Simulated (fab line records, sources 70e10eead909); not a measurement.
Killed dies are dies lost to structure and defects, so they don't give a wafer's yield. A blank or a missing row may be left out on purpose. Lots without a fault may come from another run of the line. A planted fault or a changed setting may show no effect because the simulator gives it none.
fab line records | flow nand_harc
record lots=6 wafers=18 last_day=23
route steps=1159 shown A_ONON_D1@449 A_CHANNEL_HOLE_D1@450
lots that met no fault: from a run of the same line without faults
start_h: hours from the record's first day to the start of the lot's first wafer shown | wait_h: hours since the lot's step before | " the same as in the row above | L1.1+2: a row that stands for several wafers | - no value, or no start given | * or withheld: withheld | < > ~ a bound
route shown NAME@n: a module of which the file shows steps, and the number in the route of the first | usual: mean/standard deviation of fault-free wafers | same: alike in all rows | chamber/n: place in a boat | sites: the reading at each site | _std_site: their standard deviation | _edge_site: outer sites' mean less inner sites' | radius_mm: how far each site lies from the wafer's centre | mask NAME#n: copy n | behind: the tool/chamber that last shaped the wafer | hold: why the lot was held/for how many hours/how that ended | device: the transistor (n, p or np) that didn't switch | end of line: the same wafers' tests at the end of the route | a step without rows: its recipe alone | killed: dies lost to structure and defects at the first sort, not the wafer's yield | map: a wafer's dies, x killed, . not, _ none there
set.NAME: the setting as run; set.NAME@STEP: as run at that earlier step | model.NAME: the simulator's own value behind a step, which no gauge read
lots at some steps of the route; a table a step, a row a wafer
services: from which hour (start_h, from the record's first day; less than 0 if before it) a tool's chamber was out of use, for how many hours, and why
## steps
# step NHARC_A_ONON_D1_INSPECT_32
# usual raw_defect_count=70/24
# columns lot.wafer tool chamber start_h wait_h raw_defect_count
L561.1 defect_inspect-02 - 190.99 0.0 59
L561.3 " - " " 63
L561.5 " - " " 57
L572.1 defect_inspect-01 - 245.09 0.0 107
L572.3 " - " " 60
L572.6 " - " " 75
L574.1 defect_inspect-02 - 258.45 0.0 55
L574.2 " - " " 48
L574.5 " - " " 50
L577.1 defect_inspect-01 - 266.69 0.0 80
L577.2 " - " " 40
L577.4 " - " " 96
L576.4 defect_inspect-02 - 266.70 0.0 53
L576.5 " - " " 38
L576.6 " - " " 71
L579.1 defect_inspect-01 - 277.46 0.0 56
L579.3 " - " " 67
L579.5 " - " " 81
# step NHARC_A_CHANNEL_HOLE_D1_DEP_00
# recipe target_thk_a=31000 temp_c=400 material=aC
# usual throttle_valve_pct=35.001/0.0096
# columns lot.wafer tool chamber start_h wait_h throttle_valve_pct
L561.1 acl_dep-03 0 191.08 0.1 35.005
L561.3 " 0 " " 35.007
L561.5 " 0 " " 34.989
L572.1 acl_dep-01 0 245.24 0.1 35.003
L572.3 " 0 " " 35.012
L572.6 " 0 " " 34.987
L574.1 acl_dep-02 0 260.52 2.1 34.998
L574.2 " 0 " " 34.989
L574.5 " 0 " " 35.006
L577.1 acl_dep-02 0 266.76 0.1 34.997
L577.2 " 0 " " 35.001
L577.4 " 0 " " 34.974
L576.4 acl_dep-01 0 268.70 2.0 35.012
L576.5 " 0 " " 34.997
L576.6 " 0 " " 35.012
L579.1 acl_dep-02 0 277.53 0.1 34.990
L579.3 " 0 " " 34.999
L579.5 " 0 " " 35.021
# step NHARC_A_CHANNEL_HOLE_D1_DEP_01
# recipe target_thk_a=1400 target_thk_nm=140 temp_c=400 pressure_torr=3.5 flow_sccm=200 rf_w=350 material=SiON
# usual heater_power_w=757/82
# columns lot.wafer tool chamber start_h wait_h heater_power_w
L561.1 pecvd-03 1 192.99 1.6 758
L561.3 " 2 " " 690
L561.5 " 0 " " 657
L572.3 pecvd-02 1 247.16 1.0 807
L572.1 " 0 " " 718
L572.6 " 2 " " 752
L574.1 pecvd-02 2 262.47 1.6 845
L574.2 " 0 " " 815
L574.5 " 1 " " 718
L577.2 pecvd-02 1 268.72 1.3 768
L577.1 " 2 " " 790
L577.4 " 1 " " 790
L576.5 pecvd-03 1 269.77 0.4 716
L576.4 " 2 " " 699
L576.6 " 0 " " 683
L579.3 pecvd-01 0 279.48 1.0 776
L579.1 " 1 " " 811
L579.5 " 0 " " 756
# step NHARC_A_CHANNEL_HOLE_D1_DEHYDRATE_02
# recipe temp_c=150 time_s=120
# step NHARC_A_CHANNEL_HOLE_D1_HMDS_03
# recipe time_s=30
# step NHARC_A_CHANNEL_HOLE_D1_COAT_36
# recipe temp_c=260 time_s=75
# step NHARC_A_CHANNEL_HOLE_D1_COAT_37
# recipe temp_c=225 time_s=65
# step NHARC_A_CHANNEL_HOLE_D1_COAT_04
# recipe spin_rpm=1500 resist_thk_nm=90
# step NHARC_A_CHANNEL_HOLE_D1_SOFTBAKE_05
# recipe temp_c=105 time_s=55
# step NHARC_A_CHANNEL_HOLE_D1_EBR_06
# step NHARC_A_CHANNEL_HOLE_D1_EXPOSE_07
# recipe na=1.35 target_cd_nm=100 sigma_outer=0.3 dose_mj=59.65 mask_id=HOLE_D1
# step NHARC_A_CHANNEL_HOLE_D1_PEB_08
# recipe peb_temp_c=100 peb_time_s=65
# step NHARC_A_CHANNEL_HOLE_D1_DEVELOP_09
# recipe develop_time_s=35 dev_temp_c=23
# usual chill_plate_temp_C=23.02/0.1 develop_time_s=35/0 developer_temp_C=23.00/0.11
# columns lot.wafer tool chamber start_h wait_h chill_plate_temp_C develop_time_s developer_temp_C
L561.1 litho_track-04 0 193 - 22.93 35 23.20
L561.3 " 0 " " 23.05 35 23.00
L561.5 " 0 " " 22.87 35 23.11
L572.1 litho_track-06 0 247 - 22.98 35 22.92
L572.3 " 0 " " 22.77 35 23.03
L572.6 " 0 " " 23.00 35 22.98
L574.1 litho_track-06 - 263 - - - -
L574.2 " - " " - - -
L574.5 " - " " - - -
L577.1 litho_track-06 - 269 - - - -
L577.2 " - " " - - -
L577.4 " - " " - - -
L576.4 litho_track-06 0 270 - 23.01 35 22.98
L576.5 " 0 " " 22.79 35 22.99
L576.6 " 0 " " 22.99 35 22.95
L579.1 litho_track-04 0 280 - 22.89 35 22.94
L579.3 " 0 " " 23.00 35 23.05
L579.5 " 0 " " 22.98 35 23.18
# step NHARC_A_CHANNEL_HOLE_D1_CD_MEAS_10
# recipe target_cd_nm=100 landing_energy_ev=500
# usual cd_nm=100.2/0.63
# columns lot.wafer tool chamber start_h wait_h cd_nm
L561.1 cd_sem-02 0 193.72 - 99.9
L561.3 " 0 " " 99.7
L561.5 " 0 " " 99.5
L572.1 cd_sem-02 0 247.96 - 100.9
L572.3 " 0 " " 100.4
L572.6 " 0 " " 100.4
L574.1 cd_sem-02 0 263.16 - -
L574.2 " 0 " " -
L574.5 " 0 " " -
L577.1 cd_sem-03 0 269.41 - -
L577.2 " 0 " " -
L577.4 " 0 " " -
L576.4 cd_sem-01 0 270.42 - 100.6
L576.5 " 0 " " 99.9
L576.6 " 0 " " 99.5
L579.1 cd_sem-01 0 280.32 - 100.2
L579.3 " 0 " " 100.5
L579.5 " 0 " " 100.2
## services
# columns tool chamber start_h hours kind
acl_dep-02 - 170.28 13.0 pm
acl_dep-03 - 225.66 13.0 pm
pecvd-02 - 231.10 0.5 repair
pecvd-01 - 237.19 13.0 pm
pecvd-01 0 237.19 13.0 vent_cycle
pecvd-01 1 237.19 13.0 vent_cycle
pecvd-01 2 237.19 13.0 vent_cycle
pecvd-01 0 250.19 - clean
pecvd-01 1 250.19 - clean
pecvd-01 2 250.19 - clean
## key
first_sign step=NHARC_A_CHANNEL_HOLE_D1_DEVELOP_09 reading=tool_record direction=missing
effect none on later readings
met_at NHARC_A_CHANNEL_HOLE_D1_DEVELOP_09
struck_wafers L574.1,L574.2,L574.5,L577.1,L577.2,L577.4
later_rows_left_out L574.1,L574.2,L574.5,L577.1,L577.2,L577.4
sort_left_out L574.1,L574.2,L574.5,L577.1,L577.2,L577.4
tester_left_out L574,L577
onset_between 247 263
fault kind=skipped_step_whole tool=litho_track-06 chamber=- onset_h=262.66 steps=NHARC_A_CHANNEL_HOLE_D1_DEVELOP_09 scope=struck_lots_only
# tester_left_out: of these lots the tester's yield and bins aren't shown, on N5 and GAA mostly nor the transistor test; their killed dies are dies lost to structure and defects alone, not to doping, threshold or leakage, so they don't give the yield
# sort_left_out: the simulated sort isn't trusted on such a fault, so these wafers' sort isn't shown, and their yield isn't known
# later_rows_left_out: the simulator's readings of these wafers behind a module that went badly wrong aren't trusted and aren't shown, but for the sort
